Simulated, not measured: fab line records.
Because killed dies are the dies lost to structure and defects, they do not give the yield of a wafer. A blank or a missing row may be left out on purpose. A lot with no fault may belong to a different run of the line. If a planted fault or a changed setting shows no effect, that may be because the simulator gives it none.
The tool behind it: which one? + flow n5_finfet + 12 lots (36 wafers sampled), 1 step of a 1938-step route

== WHAT EACH GAUGE READ, for each wafer ==
N5_SD_EPI_P_CD_MEAS_09: target cd 240 nm.
| lot  | measured    | on        | cd_nm (nm)        |
|------|-------------|-----------|-------------------|
| L075 | day 3 10:21 | cd_sem-02 | 240.5 240.2 240.4 |
| L077 | day 4 00:07 | cd_sem-03 | 239.7 239.9 239.6 |
| L079 | day 4 12:49 | cd_sem-01 | 239.7 239.5 239.5 |
| L081 | day 4 23:45 | cd_sem-03 | 240.0 241.2 240.9 |
| L083 | day 5 11:03 | cd_sem-01 | 240.7 240.3 240.1 |
| L085 | day 6 04:40 | cd_sem-03 | 240.2 239.0 239.2 |
| L087 | day 6 13:28 | cd_sem-03 | 239.0 239.6 239.7 |
| L089 | day 7 01:23 | cd_sem-03 | 240.9 239.5 240.7 |
| L091 | day 7 14:44 | cd_sem-03 | 239.9 239.6 239.9 |
| L093 | day 8 01:19 | cd_sem-02 | 240.0 241.7 240.4 |
| L095 | day 8 11:45 | cd_sem-03 | 240.3 240.9 240.3 |
| L097 | day 9 00:04 | cd_sem-02 | 238.8 239.2 238.3 |

== EACH LOT AND THE TOOL THAT RAN IT (in order: tool; ch and the chambers of the sampled wafers; start) ==
Before these readings, the record contains no process step.

== THE ANSWER, worked out from the rows above alone ==
Rule: what is usual is taken from the lots themselves. The widest of any qualifying gaps counts: lots, ordered by their means at a reading, are off when they make up no more than a third of the lots, leave a main group of 4 or more, and stand apart from it by 3 or more times the standard deviation of that group's means. The tables above print the reading to a certain number of digits; a main group whose means all agree to those digits is not used. A lot without any number at a reading at which 4 lots or more have one is off too. The other lots that the step has rows for count as sound.
Nothing can be told from this: no lot is off at any reading shown.

== WHAT THE SIMULATOR PUT IN ==
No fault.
